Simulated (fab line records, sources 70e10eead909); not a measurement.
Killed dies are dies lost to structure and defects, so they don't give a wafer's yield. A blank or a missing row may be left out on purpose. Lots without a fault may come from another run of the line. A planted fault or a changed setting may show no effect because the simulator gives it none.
Which tool did it? | flow nand_harc | 12 lots, 36 wafers sampled, at 5 steps of a route of 1159

WHAT THE GAUGES READ, wafer by wafer
NHARC_P_M2_CD_MEAS_16.
lot  | measured     | on        | cd_nm (nm)
L075 | day 6 15:05  | cd_sem-03 | 169.8 170.4 169.7
L076 | day 6 19:45  | cd_sem-01 | 169.8 169.7 169.8
L079 | day 7 09:10  | cd_sem-03 | 170.1 170.1 170.0
L081 | day 8 03:38  | cd_sem-03 | 169.6 169.9 171.0
L083 | day 8 10:48  | cd_sem-01 | 168.9 169.5 169.0
L086 | day 9 07:56  | cd_sem-01 | 169.7 170.1 169.4
L085 | day 9 09:27  | cd_sem-02 | 170.8 169.4 170.2
L089 | day 10 05:13 | cd_sem-02 | 169.4 171.0 169.8
L091 | day 10 12:22 | cd_sem-02 | 170.9 171.0 169.8
L093 | day 10 18:23 | cd_sem-03 | 171.4 171.1 170.1
L095 | day 11 05:22 | cd_sem-02 | 169.0 171.3 169.8
L097 | day 11 22:38 | cd_sem-01 | 170.3 168.8 171.0

WHICH TOOL RAN EACH LOT (tool, then ch and the chambers of the sampled wafers, then the start)
lot  | NHARC_P_GATE_DESCUM_61             | NHARC_P_GATE_RTA_80              | NHARC_P_CONTACT_CMP_01        | NHARC_P_M1_PVD_21
L075 | rie_diel-13 ch 1,3, day 5 14:21    | rtp_anneal-01 ch 0, day 5 18:22  | cmp-01 ch 0,2, day 5 20:01    | pvd_sputter-02, day 6 15:05 or earlier
L076 | rie_diel-06 ch 0,1,2, day 6 00:48  | rtp_anneal-01 ch 0, day 6 04:37  | cmp-01 ch 1,2,3, day 6 06:03  | pvd_sputter-02, day 6 19:45 or earlier
L079 | rie_diel-06 ch 0,1,3, day 6 14:04  | rtp_anneal-02 ch 0, day 6 18:04  | cmp-01 ch 0,1,2, day 6 19:32  | pvd_sputter-01, day 7 09:10 or earlier
L081 | rie_diel-09 ch 0,1,3, day 7 05:48  | rtp_anneal-01 ch 0, day 7 09:40  | cmp-01 ch 0,1, day 7 11:03    | pvd_sputter-02, day 8 03:38 or earlier
L083 | rie_diel-06 ch 0,1,3, day 7 14:08  | rtp_anneal-02 ch 0, day 7 18:34  | cmp-04 ch 0,1,3, day 7 20:05  | pvd_sputter-01, day 8 10:48 or earlier
L086 | rie_diel-06 ch 0,1, day 8 11:46    | rtp_anneal-01 ch 0, day 8 15:48  | cmp-04 ch 1,3, day 8 17:14    | pvd_sputter-01, day 9 07:56 or earlier
L085 | rie_diel-06 ch 0,1, day 8 12:55    | rtp_anneal-02 ch 0, day 8 17:29  | cmp-01 ch 0,1,3, day 8 18:55  | pvd_sputter-03, day 9 09:27 or earlier
L089 | rie_diel-06 ch 1,3, day 9 02:45    | rtp_anneal-02 ch 0, day 9 06:46  | cmp-01 ch 0,1, day 9 08:26    | pvd_sputter-03, day 10 05:13 or earlier
L091 | rie_diel-09 ch 1,3, day 9 15:04    | rtp_anneal-02 ch 0, day 9 18:53  | cmp-01 ch 1,2, day 9 20:19    | pvd_sputter-01, day 10 12:22 or earlier
L093 | rie_diel-06 ch 1,2, day 9 22:13    | rtp_anneal-01 ch 0, day 10 02:20 | cmp-04 ch 0,1,3, day 10 03:47 | pvd_sputter-02, day 10 18:23 or earlier
L095 | rie_diel-06 ch 1,2, day 10 08:45   | rtp_anneal-02 ch 0, day 10 12:45 | cmp-03 ch 0,2, day 10 14:13   | pvd_sputter-03, day 11 05:22 or earlier
L097 | rie_diel-06 ch 1,2,3, day 11 01:04 | rtp_anneal-01 ch 0, day 11 05:10 | cmp-01 ch 1,2,3, day 11 06:35 | pvd_sputter-01, day 11 22:38 or earlier
- NHARC_P_GATE_DESCUM_61: chemistry O2, time 3 s.
- NHARC_P_GATE_RTA_80: time 30 s.
- NHARC_P_CONTACT_CMP_01: polishes SiO2, target thk 200 nm.
- NHARC_P_M1_PVD_21: deposits Cu, target thk 30 nm, time 20.49 s.

THE ANSWER, worked out from the rows above alone
Rule: what is usual is taken from the lots themselves. Put in order of their means at a reading, lots are off if they are a third of the lots or fewer, leave a main group of 4 or more, and stand apart from it by a gap of 3 or more times the standard deviation of the main group's means; of several such gaps the widest counts. A main group whose means are all the same, to the digits that the tables above print for the reading, isn't used. A lot without any number at a reading at which 4 lots or more have one is off too. The other lots that the step has rows for count as sound.
No lot is off at any reading shown: from this, nothing can be told.

WHAT THE SIMULATOR HAD PUT IN
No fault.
